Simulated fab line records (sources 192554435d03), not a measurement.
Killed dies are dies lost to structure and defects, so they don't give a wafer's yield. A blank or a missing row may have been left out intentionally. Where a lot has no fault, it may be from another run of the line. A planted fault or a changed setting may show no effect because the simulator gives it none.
Matching of chambers ; flow n5-finfet ; N5_ZERO_LAYER_ETCH_17 on rie-diel-04 has 3 sister chambers
The step etches SiO2 in CF4, target depth 12 nm, time 13.3 s. 3 wafers are shown with their chamber, then 6 later ones without.

WAFERS PAIRED WITH THEIR CHAMBERS
wafer;chamber;throttle-valve-pct (%)
L086.3;3;15.41
L090.1;1;15.74
L090.3;2;15.93

WAFERS WITH NO CHAMBER GIVEN
wafer;throttle-valve-pct (%)
L090.4;15.94
L094.1;15.96
L094.2;15.45
L094.4;15.75
L097.4;15.96
L097.5;15.45

WHICH CHAMBER EACH ONE RAN IN
wafer;from the rows above;in truth
L090.4;2;2
L094.1;2;2
L094.2;3;3
L094.4;1;1
L097.4;2;2
L097.5;3;3
Placed correctly: 6 of 6. From these rows, 0 cannot be placed. Wrongly placed: 0.
How it was worked out, from the rows above alone: a wafer's distance from a chamber is the root of the sum, over the readings, of the square of ((its reading less the chamber's mean) divided by the reading's scatter). If the next closest chamber is less than 2 further off than the closest, the wafer can't be placed; otherwise it belongs to the closest. Each chamber's mean is taken over the wafers shown for it. The scatter (one wafer shown for each chamber): square how far every hidden wafer sits from the nearest shown wafer, average those squares and take the square root.
